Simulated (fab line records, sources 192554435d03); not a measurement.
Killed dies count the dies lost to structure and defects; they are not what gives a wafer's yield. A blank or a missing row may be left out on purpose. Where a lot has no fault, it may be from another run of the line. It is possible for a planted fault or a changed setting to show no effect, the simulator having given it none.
What tool caused it? | flow n5 finfet | at 1 step of a route of 1938, 12 lots with 36 wafers sampled

== WHAT THE GAUGES SHOWED, per wafer ==
N5_BEOL_M9_CD_MEAS_18: pitch 140 nm, target cd 70 nm.
lot  | measured     | on        | cd nm (nm)
L074 | day 10 05:19 | cd sem-01 | 69.5 68.0 70.0
L077 | day 11 06:27 | cd sem-01 | 70.5 70.0 70.6
L079 | day 11 09:34 | cd sem-02 | 70.5 70.4 70.7
L080 | day 11 16:48 | cd sem-02 | 70.4 69.4 70.1
L083 | day 12 04:52 | cd sem-02 | 70.2 70.3 69.1
L084 | day 12 11:43 | cd sem-02 | 69.6 68.5 68.8
L089 | day 13 22:04 | cd sem-01 | 70.6 69.4 70.1
L086 | day 14 02:10 | cd sem-02 | 70.2 70.1 70.6
L091 | day 15 12:23 | cd sem-02 | 70.8 70.9 70.4
L092 | day 15 18:53 | cd sem-01 | 69.9 68.8 69.6
L096 | day 16 15:04 | cd sem-03 | 70.1 69.9 70.3
L097 | day 16 21:09 | cd sem-03 | 70.9 69.5 70.6

== WHAT TOOL EACH LOT RAN ON (gives the tool, then ch and the chambers of the sampled wafers, and finally the start) ==
No process step before these readings appears in the record.

== THE ANSWER, worked out from the rows above alone ==
Rule: what is usual is taken from the lots themselves. Put in order of their means at a reading, lots are off if they are a third of the lots or fewer, leave a main group of 4 or more, and stand apart from it by a gap of 3 or more times the standard deviation of the main group's means; of several such gaps the widest counts. The tables above print the reading to a certain number of digits; a main group whose means all agree to those digits is not used. A lot without any number at a reading at which 4 lots or more have one is off too. All remaining lots with rows at the step are treated as sound.
Across all readings shown, no lot is off: no conclusion can be drawn from this.

== WHAT WAS PUT IN BY THE SIMULATOR ==
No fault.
